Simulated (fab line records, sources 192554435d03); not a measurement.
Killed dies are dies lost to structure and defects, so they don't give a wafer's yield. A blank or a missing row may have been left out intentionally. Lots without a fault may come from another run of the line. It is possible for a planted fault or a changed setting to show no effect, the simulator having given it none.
fab line records | flow n5Finfet
record: lots: 6 wafers: 18 lastDay: 18
route steps=1938 shown SD_EPI_N@280 BEOL_M4@1111 PASSIVATION@1936
lots that met no fault: taken from a fault-free run of the same line
startH: start of the lot's first displayed wafer, in hours after the record's first day | waitH: time in hours since the lot's previous step | " same as the row above | L1.1+2: a single row standing in for several wafers | - no value, or no start given | * or withheld: withheld | < > ~ a bound
route shown NAME@n: names a module that has steps shown in the file, with the first one's number in the route | usual: the fault-free wafers' mean and standard deviation | same: alike in all rows | chamber/n: place in a boat | sites: each site's reading | _std_site: how widely they spread, as a standard deviation | _edge_site: mean of outer sites minus mean of inner sites | radiusMm: for every site, how far away it sits from the centre of the wafer | mask NAME#n: copy n | behind: the most recent tool/chamber to have shaped the wafer | hold: cause of the lot's hold/its duration in hours/its outcome | device: whichever transistor did not switch (one of n, p or np) | end of line: tests of these same wafers at the route's end | for a step that has no rows: nothing shown but its recipe | killed: count of dies lost to structure and defects at first sort (not the wafer's yield) | map: per-die view of a wafer (x killed, . not killed, _ where there is no die)
set.NAME: the run value of the setting; set.NAME@STEP: its run value at that earlier step | model.NAME: the simulator's own value behind a step, which no gauge read
lots seen at some steps along the route; tables by step, rows by wafer
services: when a tool's chamber went out of use (startH, in hours from the record's first day, below 0 if earlier), for how many hours, and the reason
== steps ==
step: N5_SD_EPI_N_STRIP_47
recipe: chemistry: CHF3/O2 resist: SiARC rfFrequencyHz: 6e+07
step: N5_SD_EPI_N_SD_RECESS_17
recipe: chemistry: HBr/Cl2/O2 targetDepthA: 410 maskMaterial: SOC timeS: 23.7 btTimeS: 3 pressureMtorr: 10 icpW: 800 biasW: 112 HBr_flow_sccm: 150 Cl2_flow_sccm: 80 O2_flow_sccm: 12
usual: drypumpMotorCurrentA: 5.5/0.39 oesProductAu: 1.006/0.015 throttleValvePct: 37.1/0.34
columns lot.wafer tool chamber startH waitH drypumpMotorCurrentA oesProductAu rfHoursCounterH throttleValvePct
L836.1 rieSi-06 1 51.27 0.0 5.1 0.986 12 36.3
L836.3 " 2 " " 5.7 1.014 24 37.1
L836.4 " 3 " " 6.1 1.027 107 37.4
L841.1 rieSi-06 1 81.66 0.0 5.2 0.994 12 36.3
L841.5 " 2 " " 5.7 1.020 - 37.1
L841.6 " 3 " " 6.1 1.032 - 37.4
L848.1 rieSi-03 0 124.94 0.0 5.4 0.993 190 37.1
L848.2 " 1 " " 5.5 1.000 178 37.5
L848.6 " 3 " " 5.1 1.030 - 37.4
L853.2 rieSi-01 2 152.73 0.0 5.4 1.018 4 36.9
L853.3 " 3 " " 5.3 1.016 145 37.3
L853.4 " 1 " " 5.2 0.977 162 36.5
L854.1 rieSi-01 0 157.20 0.0 6.1 0.994 4 36.9
L854.2 " 1 " " 5.2 0.987 162 36.5
L854.3 " 2 " " 5.4 1.005 4 36.9
L857.2 rieSi-06 2 174.25 0.0 5.8 1.017 26 37.1
L857.3 " 3 " " 6.1 1.023 109 37.4
L857.6 " 2 " " 5.7 1.005 - 37.1
step: N5_SD_EPI_N_STRIP_38
recipe: chemistry: N2/H2 powerW: 1000 tempC: 250 h2Frac: 0.65 overashFraction: 0.3 pressureMtorr: withheld n2FlowSccm: 1750 h2FlowSccm: 3250
usual: drypumpMotorCurrentA: 5.6/0.56 h2FlowSccm: 3252/11 heaterPowerW: 313/15 oesProductAu: 0.762/0.011
columns lot.wafer tool chamber startH waitH drypumpMotorCurrentA h2FlowSccm heaterPowerW oesProductAu rfHoursCounterH
L836.1 plasmaAsher-02 1 51.37 0.1 4.9 3251 305 0.766 38
L836.3 " 0 " " 6.1 3244 309 0.764 -
L836.4 " 1 " " 4.9 3233 307 0.743 -
L841.1 plasmaAsher-02 1 81.76 0.1 5.0 3272 305 0.763 44
L841.5 " 0 " " 6.1 3255 316 0.756 -
L841.6 " 1 " " 5.0 3266 301 0.761 -
L848.1 plasmaAsher-02 1 125.04 0.1 5.0 3251 307 0.774 53
L848.2 " 0 " " 6.1 3262 314 0.769 53
L848.6 " 0 " " 6.1 3275 308 0.765 -
L853.2 plasmaAsher-02 1 152.82 0.1 5.0 3251 305 0.763 58
L853.3 " 0 " " 6.1 3257 308 0.770 -
L853.4 " 1 " " 5.0 3267 310 0.755 -
L854.1 plasmaAsher-02 1 157.30 0.1 5.0 3267 303 0.780 59
L854.2 " 0 " " 6.1 3253 307 0.758 59
L854.3 " 1 " " 4.9 3260 309 0.760 -
L857.2 plasmaAsher-02 1 174.35 0.1 4.9 3251 314 0.769 63
L857.3 " 1 " " 4.9 3269 309 0.752 -
L857.6 " 1 " " 5.0 3274 303 0.747 -
step: N5_SD_EPI_N_WET_ETCH_43
recipe: chemistry: dHF dilution: withheld timeS: 14 target: SiO2 targetDepthA: 15 tempC: 25
step: N5_SD_EPI_N_STRIP_18
recipe: chemistry: SPM timeS: 750 tempC: 130 h2so4H2o2VolRatio: 4
step: N5_SD_EPI_N_SRD_20
recipe: dry: ipaMarangoni doPpb: 5 timeS: 30 tempC: 23 rinseLiquid: diw
step: N5_SD_EPI_N_PRECLEAN_48
recipe: chemistry: NF3:NH3 afsCycles: 2 tempC: 30 timeS: 20 sublimationTempC: 180 sublimationTimeS: 60 pressureTorr: 3 rfPowerW: 30
step: N5_SD_EPI_N_VAPOR_ETCH_50
recipe: chemistry: HCl target: Si tempC: 775 timeS: 54 pressureTorr: 20 mode: isotropic
usual: lampInnerPct: 22.3/1.8 throttleValvePct: 12.0/0.44
columns lot.wafer tool chamber startH waitH lampInnerPct throttleValvePct
L836.1 epiRpcvd-03 0 52.08 0.3 24.2 12.1
L836.3 " 0 " " 24.3 12.6
L836.4 " 0 " " 24.4 12.4
L841.1 epiRpcvd-01 0 82.47 0.3 20.2 11.4
L841.5 " 0 " " 20.0 11.2
L841.6 " 0 " " 20.1 11.5
L848.1 epiRpcvd-01 0 125.75 0.3 20.2 11.5
L848.2 " 0 " " 20.1 11.3
L848.6 " 0 " " 20.2 11.6
L853.2 epiRpcvd-03 0 153.69 0.4 24.1 12.3
L853.3 " 0 " " 24.3 12.2
L853.4 " 0 " " 24.1 12.1
L854.1 epiRpcvd-02 0 158.01 0.3 21.6 12.3
L854.2 " 0 " " 21.5 12.0
L854.3 " 0 " " 21.6 12.1
L857.2 epiRpcvd-02 0 175.09 0.3 21.4 12.3
L857.3 " 0 " " 21.3 12.3
L857.6 " 0 " " 21.6 12.4
step: N5_SD_EPI_N_EPI_21
recipe: material: Si:P dopant: P tempC: 680 pressureTorr: 255 timeS: 690
step: N5_SD_EPI_N_EPI_MEAS_23
recipe: mode: xrd
usual: thkNm: 59.2/1.2
columns lot.wafer tool chamber startH waitH thkNm
L836.1 filmMetro-02 - 53.97 1.4 59.5
L836.3 " - " " 59.7
L836.4 " - " " 55.7
L841.1 filmMetro-01 - 84.36 1.4 59.8
L841.5 " - " " 60.1
L841.6 " - " " 60.2
L848.1 filmMetro-01 - 127.64 1.4 57.3
L848.2 " - " " 61.3
L848.6 " - " " 59.2
L853.2 filmMetro-02 - 156.17 1.5 59.7
L853.3 " - " " 57.6
L853.4 " - " " 56.3
L854.1 filmMetro-01 - 159.90 1.4 57.9
L854.2 " - " " 61.0
L854.3 " - " " 59.1
L857.2 filmMetro-01 - 176.96 1.2 59.0
L857.3 " - " " 59.8
L857.6 " - " " 56.6
step: N5_SD_EPI_N_PRECLEAN_24
recipe: chemistry: O3/DIW timeS: 60 tempC: 22 o3Ppm: 10
step: N5_SD_EPI_N_SRD_25
recipe: timeS: 30 tempC: 23 rinseLiquid: diw dry: ipaMarangoni
step: N5_SD_EPI_N_PRECLEAN_49
recipe: chemistry: NF3:NH3 afsCycles: 1 tempC: 30 timeS: 20 sublimationTempC: 180 sublimationTimeS: 60 pressureTorr: 3 rfPowerW: 30
usual: timeS: 20/0
columns lot.wafer tool chamber startH waitH timeS
L836.1 remotePlasma-01 1 54.08 0.0 20
L836.3 " 1 " " 20
L836.4 " 1 " " 20
L841.1 remotePlasma-02 0 84.47 0.0 20
L841.5 " 0 " " 20
L841.6 " 0 " " 20
L848.1 remotePlasma-02 0 127.75 0.0 19.004
L848.2 " 0 " " 19.004
L848.6 " 0 " " 19.004
L853.2 remotePlasma-02 1 156.30 0.1 19.004
L853.3 " 1 " " 19.004
L853.4 " 1 " " 19.004
L854.1 remotePlasma-01 0 160.01 0.0 20
L854.2 " 0 " " 20
L854.3 " 0 " " 20
L857.2 remotePlasma-01 1 177.09 0.1 20
L857.3 " 1 " " 20
L857.6 " 1 " " 20
step: N5_SD_EPI_N_LINER_46
recipe: material: SiNx targetThkA: 30 tempC: 400 aldPrecursorFamily: SiH2I2 aldCoReactant: N2/H2-plasma pressureTorr: 2
usual: heaterPowerW: 844/76
columns lot.wafer tool chamber startH waitH heaterPowerW
L836.1 aldSin-04 1 54.52 0.4 889
L836.3 " 0 " " 787
L836.4 " 2 " " 947
L841.1 aldSin-02 0 84.67 0.2 757
L841.5 " 2 " " 780
L841.6 " 3 " " 831
L848.1 aldSin-04 2 128.17 0.4 947
L848.2 " 3 " " 983
L848.6 " 1 " " 887
L853.2 aldSin-03 3 156.47 0.1 826
L853.3 " 0 " " 839
L853.4 " 2 " " 819
L854.1 aldSin-03 0 160.21 0.2 843
L854.2 " 1 " " 916
L854.3 " 2 " " 803
L857.2 aldSin-02 1 177.26 0.1 789
L857.3 " 3 " " 826
L857.6 " 3 " " 830
step: N5_BEOL_M4_RC_MEAS_101
usual: DIBL_N: 36.3/1.8 DIBL_P: 36.5/2.1 IOFF_N: 0.16/0.031 IOFF_P: 0.22/0.038 ION_N: 677/12 ION_P: 466/7.8 SS_N: 71.5/0.61 SS_P: 73.2/0.7 VT_N: 249/3 VT_P: -248.9/3
columns lot.wafer tool chamber startH waitH DIBL_N[mV/V] DIBL_P[mV/V] IOFF_N[nA/um] IOFF_P[nA/um] ION_N[uA/um] ION_P[uA/um] SS_N[mV/dec] SS_P[mV/dec] VT_N[mV] VT_P[mV]
L836.1 prober-02 0 186.88 0.9 35.9 36.5 0.16 0.23 672 460 70.9 74.1 249 -249.1
L836.3 " 0 " " 38.9 40.9 0.23 0.33 696 483 72.4 74.7 244 -244.1
L836.4 " 0 " " 36.7 37.5 0.17 0.26 692 476 71.4 72.5 248 -247.7
L841.1 prober-01 0 231.55 0.0 37.1 37.3 0.17 0.22 687 468 71.6 74.1 249 -250.1
L841.5 " 0 " " 37.0 37.4 0.17 0.21 682 462 72.2 74.7 251 -251.6
L841.6 " 0 " " 37.4 38.0 0.18 0.22 686 465 71.5 74.3 251 -249.1
L848.1 prober-01 0 248.99 0.0 34.7 34.1 0.12 0.18 667 459 71.1 72.5 255 -251.3
L848.2 " 0 " " 36.5 35.9 0.14 0.22 678 470 71.6 73.2 250 -247.4
L848.6 " 0 " " 36.4 37.0 0.15 0.24 677 468 71.5 73.6 251 -248.7
L854.1 prober-02 0 281.12 0.0 34.7 34.4 0.14 0.19 663 455 70.9 72.5 252 -250.7
L854.2 " 0 " " 34.6 35.3 0.15 0.20 673 465 71.3 72.4 249 -251.3
L854.3 " 0 " " 35.9 36.2 0.16 0.21 670 459 71.9 72.8 251 -249.7
L853.2 prober-01 0 281.80 0.2 37.6 36.4 0.19 0.24 674 467 70.9 73.4 247 -246.8
L853.3 " 0 " " 37.2 36.3 0.18 0.24 689 471 71.5 72.4 249 -247.9
L853.4 " 0 " " 36.9 36.1 0.17 0.25 687 482 71.7 72.9 247 -246.1
L857.2 prober-02 0 307.84 0.2 33.4 33.2 0.12 0.16 657 459 70.7 71.8 253 -252.4
L857.3 " 0 " " 34.7 35.0 0.13 0.19 671 462 71.4 72.5 254 -249.9
L857.6 " 0 " " 34.0 34.9 0.13 0.19 680 471 70.4 73.4 251 -250.9
step: N5_PASSIVATION_PROBE_49
usual: defectLimitedYield: 91.2/1.5 killed_at_M0_to_M3: 33/9.6 killed_at_M4_up: 14/5.6 killedAtContacts: 14/5.5 killedAtFrontEnd: 40/13 killedAtOther: 4/3 killedDies: 104/17 killedOpen: 68/13 killedShort: 33/7.2 sort_bin_5_function: 5.2/0.95 sort_bin_6_memory: 3.3/0.62 sort_bin_8_speed: 0.00/0.012 sortNPass: 1076/17 sortYieldPct: 91.2/1.5
same: grossDies: 1180 killedAtBackSide: 0 sort_bin_4_leakage[%]: 0
columns lot.wafer tool chamber startH waitH defectLimitedYield[%] killed_at_M0_to_M3 killed_at_M4_up killedAtContacts killedAtFrontEnd killedAtOther killedDies killedOpen killedShort sort_bin_5_function[%] sort_bin_6_memory[%] sort_bin_8_speed[%] sortNPass sortYieldPct[%]
L836.1 prober-02 - 293.66 0.0 93.0 41 16 8 15 3 83 59 21 4.5 2.4 0 1097 93.0
L836.3 prober-02 - 293.76 0.1 89.6 48 19 12 42 2 123 84 34 7.0 3.1 0.08 1057 89.6
L836.4 prober-02 - 293.81 0.2 89.7 54 17 20 28 2 121 92 29 5.6 4.3 0 1059 89.7
L841.1 prober-01 - 337.59 0.0 91.9 28 18 18 26 6 96 72 24 5.1 2.9 0 1084 91.9
L841.5 prober-01 - 337.79 0.2 89.0 30 17 21 48 14 130 82 48 5.8 4.6 0 1050 89.0
L841.6 prober-01 - 337.84 0.3 92.2 29 9 11 38 5 92 65 27 4.3 3.1 0 1088 92.2
L848.1 prober-02 - 346.85 0.0 93.4 16 8 13 33 8 78 55 23 3.5 3.1 0 1102 93.4
L848.2 prober-02 - 346.90 0.1 92.1 27 10 13 40 3 93 58 35 4.7 2.8 0 1087 92.1
L848.6 prober-02 - 347.10 0.3 92.7 12 11 13 49 1 86 58 28 4.5 2.6 0 1094 92.7
L854.1 prober-01 - 393.84 0.0 90.3 48 24 13 28 2 115 64 42 5.4 3.6 0 1065 90.3
L854.2 prober-01 - 393.89 0.1 91.5 43 16 9 32 0 100 71 29 4.9 3.4 0 1080 91.5
L854.3 prober-01 - 393.94 0.1 91.0 34 25 15 31 1 106 63 42 5.1 3.9 0 1074 91.0
L853.2 prober-02 - 397.79 0.1 90.8 29 17 8 51 3 108 71 36 5.5 3.3 0 1072 90.8
L853.3 prober-02 - 397.84 0.1 89.2 35 14 17 56 5 127 81 42 6.5 3.6 0 1053 89.2
L853.4 prober-02 - 397.89 0.2 89.4 39 16 14 53 3 125 89 29 5.6 4.3 0 1055 89.4
L857.2 prober-02 - 426.38 0.1 91.4 31 7 11 52 0 101 63 33 5.1 3.4 0 1079 91.4
L857.3 prober-02 - 426.43 0.1 91.1 40 10 15 40 0 105 68 34 5.2 3.6 0 1075 91.1
L857.6 prober-02 - 426.58 0.3 91.9 33 4 9 50 0 96 67 26 4.8 3.1 0 1084 91.9
killed by level:class
L836.1 BEOL_M2:geometricParticle:open=14 BEOL_M0_SAQP:geometricParticle:open=10 MOL_CONTACT_COAG:geometricParticle:open=8 BEOL_M3:geometricParticle:open=6 BEOL_M5:geometricParticle:open=6 BEOL_M0_SAQP:geometricParticle:short=5 STARTING-WAFER:geometricParticle:short=4 FIN_SAQP:geometricParticle:short=2
L836.3 BEOL_M2:geometricParticle:open=11 FIN_SAQP:geometricParticle:open=10 BEOL_M1:geometricParticle:open=10 BEOL_M5:geometricParticle:open=9 BEOL_M3:geometricParticle:open=9 BEOL_M0_SAQP:geometricParticle:open=8 MOL_CONTACT_COAG:geometricParticle:open=7 GATE_CUT:geometricParticle:short=5
L836.4 MOL_CONTACT_COAG:geometricParticle:open=17 BEOL_M2:geometricParticle:open=15 FIN_SAQP:geometricParticle:open=13 BEOL_M0_SAQP:geometricParticle:short=9 BEOL_M0_SAQP:geometricParticle:open=9 BEOL_M3:geometricParticle:open=8 STI_FIN_REVEAL:geometricParticle:open=6 BEOL_M1:geometricParticle:open=6
L841.1 FIN_SAQP:geometricParticle:open=14 MOL_CONTACT_COAG:geometricParticle:open=13 BEOL_M3:geometricParticle:open=10 BEOL_M4:geometricParticle:open=7 MOL_CONTACT_COAG:geometricParticle:short=5 BEOL_M0_SAQP:geometricParticle:open=5 BEOL_M0_SAQP:geometricParticle:short=5 FIN_SAQP:geometricParticle:short=4
L841.5 MOL_CONTACT_COAG:geometricParticle:open=17 STI_FIN_REVEAL:geometricParticle:open=12 FIN_SAQP:geometricParticle:open=10 BEOL_M0_SAQP:geometricParticle:short=10 BEOL_M4:geometricParticle:open=9 BEOL_M0_SAQP:geometricParticle:open=7 STARTING-WAFER:geometricParticle:short=7 FIN_SAQP:geometricParticle:short=6
L841.6 STI_FIN_REVEAL:geometricParticle:open=11 BEOL_M3:geometricParticle:open=8 MOL_CONTACT_COAG:geometricParticle:open=7 FIN_SAQP:geometricParticle:open=6 BEOL_M1:geometricParticle:open=6 STARTING-WAFER:geometricParticle:open=6 STARTING-WAFER:geometricParticle:short=6 GATE_CUT:geometricParticle:short=4
L848.1 MOL_CONTACT_COAG:geometricParticle:open=10 DUMMY_GATE:geometricParticle:open=8 FIN_SAQP:geometricParticle:open=7 GATE_CUT:geometricParticle:short=6 STI_FIN_REVEAL:geometricParticle:open=5 BEOL_M2:geometricParticle:open=5 BEOL_M0_SAQP:geometricParticle:open=4 MOL_CONTACT_COAG:geometricParticle:short=3
L848.2 MOL_CONTACT_COAG:geometricParticle:open=10 DUMMY_GATE:geometricParticle:open=9 GATE_CUT:geometricParticle:short=8 BEOL_M2:geometricParticle:open=8 STI_FIN_REVEAL:geometricParticle:open=6 BEOL_M0_SAQP:geometricParticle:open=5 FIN_SAQP:geometricParticle:open=4 BEOL_M0_SAQP:geometricParticle:short=4
L848.6 FIN_SAQP:geometricParticle:open=11 MOL_CONTACT_COAG:geometricParticle:open=10 FIN_SAQP:geometricParticle:short=8 GATE_CUT:geometricParticle:short=8 STARTING-WAFER:geometricParticle:open=6 STI_FIN_REVEAL:geometricParticle:open=5 DUMMY_GATE:geometricParticle:open=5 BEOL_M2:geometricParticle:open=4
L854.1 MOL_CONTACT_COAG:geometricParticle:open=11 BEOL_M0_SAQP:geometricParticle:open=10 BEOL_M0_SAQP:geometricParticle:short=10 BEOL_M4:geometricParticle:open=9 BEOL_M1:geometricParticle:short=8 BEOL_M2:geometricParticle:open=7 BEOL_M5:geometricParticle:open=6 HKMG_FIN:areaEtch=5
L854.2 BEOL_M0_SAQP:geometricParticle:open=12 BEOL_M4:geometricParticle:open=11 BEOL_M2:geometricParticle:open=9 MOL_CONTACT_COAG:geometricParticle:open=8 BEOL_M0_SAQP:geometricParticle:short=7 BEOL_M3:geometricParticle:open=6 FIN_SAQP:geometricParticle:short=5 STI_FIN_REVEAL:geometricParticle:open=5
L854.3 BEOL_M0_SAQP:geometricParticle:short=15 BEOL_M4:geometricParticle:open=11 MOL_CONTACT_COAG:geometricParticle:open=10 FIN_SAQP:geometricParticle:open=9 BEOL_M0_SAQP:geometricParticle:open=9 MOL_CONTACT_COAG:geometricParticle:short=5 GATE_CUT:geometricParticle:short=4 FIN_SAQP:geometricParticle:short=3
L853.2 FIN_SAQP:geometricParticle:open=17 STI_FIN_REVEAL:geometricParticle:open=11 FIN_SAQP:geometricParticle:short=9 BEOL_M0_SAQP:geometricParticle:open=9 MOL_CONTACT_COAG:geometricParticle:open=8 BEOL_M3:geometricParticle:open=6 BEOL_M0_SAQP:geometricParticle:short=6 BEOL_M4:geometricParticle:short=6
L853.3 FIN_SAQP:geometricParticle:open=20 MOL_CONTACT_COAG:geometricParticle:open=15 FIN_SAQP:geometricParticle:short=13 BEOL_M2:geometricParticle:open=11 BEOL_M0_SAQP:geometricParticle:short=11 BEOL_M4:geometricParticle:open=8 DUMMY_GATE:geometricParticle:open=6 GATE_CUT:geometricParticle:short=6
L853.4 STI_FIN_REVEAL:geometricParticle:open=22 MOL_CONTACT_COAG:geometricParticle:open=12 BEOL_M0_SAQP:geometricParticle:open=12 FIN_SAQP:geometricParticle:open=8 BEOL_M1:geometricParticle:open=8 FIN_SAQP:geometricParticle:short=7 BEOL_M2:geometricParticle:open=6 BEOL_M0_SAQP:geometricParticle:short=4
L857.2 STI_FIN_REVEAL:geometricParticle:open=12 FIN_SAQP:geometricParticle:open=10 BEOL_M2:geometricParticle:open=9 BEOL_M0_SAQP:geometricParticle:short=7 MOL_CONTACT_COAG:geometricParticle:open=5 MOL_CONTACT_COAG:geometricParticle:short=5 BEOL_M0_SAQP:geometricParticle:open=5 FIN_SAQP:geometricParticle:short=4
L857.3 BEOL_M0_SAQP:geometricParticle:open=13 STI_FIN_REVEAL:geometricParticle:open=12 MOL_CONTACT_COAG:geometricParticle:open=11 BEOL_M0_SAQP:geometricParticle:short=9 FIN_SAQP:geometricParticle:open=7 FIN_SAQP:geometricParticle:short=6 BEOL_M2:geometricParticle:open=6 BEOL_M5:geometricParticle:open=5
L857.6 FIN_SAQP:geometricParticle:open=17 FIN_SAQP:geometricParticle:short=9 BEOL_M2:geometricParticle:open=9 MOL_CONTACT_COAG:geometricParticle:open=8 BEOL_M3:geometricParticle:open=8 BEOL_M0_SAQP:geometricParticle:open=6 STI_FIN_REVEAL:geometricParticle:open=5 GATE_CUT:geometricParticle:open=4
== services ==
columns tool chamber startH hours kind
aldSin-04 1 31.27 4.2 repair
epiRpcvd-02 - 36.48 5.1 repair
rieSi-03 2 46.14 3.0 repair
aldSin-02 - 50.91 14.6 pm
rieSi-01 1 76.86 3.3 repair
aldSin-02 - 85.25 14.0 pm
aldSin-02 0 85.25 14.0 ventCycle
aldSin-02 1 85.25 14.0 ventCycle
aldSin-02 2 85.25 14.0 ventCycle
aldSin-02 3 85.25 14.0 ventCycle
rieSi-06 3 87.87 1.8 repair
rieSi-01 2 88.09 2.4 repair
rieSi-01 3 90.97 18.9 repair
aldSin-02 0 99.25 - clean
aldSin-02 1 99.25 - clean
aldSin-02 2 99.25 - clean
aldSin-02 3 99.25 - clean
remotePlasma-02 - 100.24 0.2 repair
plasmaAsher-02 - 104.20 2.8 pm
epiRpcvd-02 - 111.22 1.8 repair
aldSin-02 - 122.50 0.9 repair
epiRpcvd-02 - 137.09 0.5 pm
epiRpcvd-01 - 137.66 2.8 pm
rieSi-06 2 156.33 3.4 repair
== key ==
firstSign: step: N5_SD_EPI_N_PRECLEAN_49 reading: timeS direction: down sigmas: 99+ usual: * struck: *
effect none on later readings
metAt N5_SD_EPI_N_PRECLEAN_49
struckWafers L848.1,L848.2,L848.6,L853.2,L853.3,L853.4
onsetBetween 84.47 127.75
fault: kind: processParameterDrift tool: remotePlasma-02 chamber: - onsetH: 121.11 steps: N5_SD_EPI_N_PRECLEAN_49 channel: timeS offset: * shape: step endH: 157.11 actsIn: * stated: *
